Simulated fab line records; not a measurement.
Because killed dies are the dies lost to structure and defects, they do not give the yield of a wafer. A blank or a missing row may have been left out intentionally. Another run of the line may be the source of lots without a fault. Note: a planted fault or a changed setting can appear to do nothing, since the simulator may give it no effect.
Split-lot trial    flow n5_finfet    21 wafers read from 7 lots, route of 1938 steps

THE SPLIT
At N5_BEOL_M13_TRENCH_ETCH_34 (etches SiOC in C4F8/O2/Ar, target depth 413.47 nm, time 162.6 s), the setting time_s was moved away from the recipe's 162.6 s on 6 of the 21 wafers read, by -20.4% to +14.5%. For the rest of the wafers, this setting stayed at what the recipe calls for.

FROM THE SPLIT TO THE READING: what the file shows between them, 10 steps
- N5_BEOL_M13_STRIP_70: strips in C4F8/O2/Ar
- N5_BEOL_M13_OCD_MEAS_35
- N5_BEOL_M13_STRIP_37: strips in N2/H2
- N5_BEOL_M13_ETCH_38: etches SiCN in CF4/N2, target depth 67.5 nm, time 71.9 s
- N5_BEOL_M13_ECD_47: material Cu, target thk 936 nm
- N5_BEOL_M13_ANNEAL_48: time 90 s
- N5_BEOL_M13_CMP_49: polishes, stops on SiOC, t overpolish 17.1 s, target thk 420 nm
- N5_BEOL_M13_THK_MEAS_50: measures by xrf
- N5_BEOL_M13_PRE_CLEAN_52: time 15 s
- N5_BEOL_M13_DEP_53: deposits SiCN from 3MS/NH3, target thk 50 nm, time 17.8 s

THE READING
At N5_BEOL_M13_RS_MEAS_54, a four-point-probe measurement gives M13_RS in ohm/sq. A value of 0.0453 ohm/sq with a standard deviation of 0.0008 ohm/sq is what fault-free wafers of this fab line usually give.

wafer   tool, chamber at the split  time_s as run, s  against the recipe  M13_RS, ohm/sq  against lot-mates on the recipe
L074.1  rie_diel-01, 0              162.6             recipe              0.0458          -
L074.2  rie_diel-01, 2              162.6             recipe              0.0469          -
L074.5  rie_diel-01, 1              162.6             recipe              0.0442          -
L082.2  rie_diel-01, 1              178.9             +10.0%              0.0396          -0.0049
L082.5  rie_diel-01, 0              162.6             recipe              0.0455          -
L082.6  rie_diel-01, 1              162.6             recipe              0.0435          -
L084.4  rie_diel-01, 3              162.6             recipe              0.0444          -
L084.5  rie_diel-01, 0              162.6             recipe              0.0453          -
L084.6  rie_diel-01, 1              129.5             -20.4%              0.0552          +0.0103
L086.1  rie_diel-01, 2              162.6             recipe              0.0472          -
L086.4  rie_diel-01, 3              152.5             -6.2%               0.0478          +0.0008
L086.5  rie_diel-01, 2              162.6             recipe              0.0469          -
L091.1  rie_diel-01, 0              129.4             -20.4%              0.0569          +0.0122
L091.4  rie_diel-01, 1              129.4             -20.4%              0.0549          +0.0102
L091.5  rie_diel-01, 3              162.6             recipe              0.0447          -
L092.3  rie_diel-01, 1              162.6             recipe              0.0439          -
L092.5  rie_diel-01, 0              162.6             recipe              0.0455          -
L092.6  rie_diel-01, 3              162.6             recipe              0.0449          -
L093.3  rie_diel-02, 2              162.6             recipe              0.0451          -
L093.4  rie_diel-02, 1              162.6             recipe              0.0450          -
L093.6  rie_diel-02, 3              186.2             +14.5%              0.0387          -0.0064

THE FIT
A straight line over all 21 wafers: M13_RS changes by -0.000504 ohm/sq for each +1% of time_s; r = -0.97; the points scatter about the line by 0.001 ohm/sq.
The same after taking each lot's own level away (the mean of its wafers on the recipe; 21 wafers): -0.000509 ohm/sq for each +1%; r = -0.98; scatter 0.00096 ohm/sq.
The reading moves by 0.01 ohm/sq for the largest change in time_s, on that fit.
The lots' own levels span 0.04450 to 0.04705 ohm/sq, that is 3.2 times the standard deviation above.
The two slopes are in agreement: the lot-to-lot level therefore moves the slope only a little.
Check: for one of the wafers moved furthest among these (-20.4%), held out of the fit, the line's prediction against its lot-mates is +0.00974 ohm/sq. It came out at +0.0122 ohm/sq against them.

THE WHOLE CHAIN: every reading that the file lists as answering this split, in the file's order
step                        what it does                                                     reading                                                                        change (the file's fit)                r (the file's)
N5_BEOL_M13_TRENCH_ETCH_34  etches SiOC in C4F8/O2/Ar, target depth 413.47 nm, time 162.6 s  etch.depth_nm (the simulator's own value, which no gauge read)                 +4.03 nm for each +1% of the setting   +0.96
N5_BEOL_M13_OCD_MEAS_35                                                                      trench_depth_nm                                                                +4.04 nm for each +1% of the setting   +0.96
N5_BEOL_M13_CMP_49          polishes, stops on SiOC, t overpolish 17.1 s, target thk 420 nm  Cu_of_BEOL_M13_ECD_47.thk_nm (the simulator's own value, which no gauge read)  +4.04 nm for each +1% of the setting   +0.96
N5_BEOL_M13_THK_MEAS_50     measures by xrf                                                  M13_THK                                                                        +4.04 for each +1% of the setting      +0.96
N5_BEOL_M13_RS_MEAS_54      measures by four-point-probe                                     M13_RS                                                                         -0.000498 for each +1% of the setting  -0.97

FILE'S OWN FIT
M13_RS changes by -0.000498 ohm/sq for each +1% of time_s, r = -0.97.
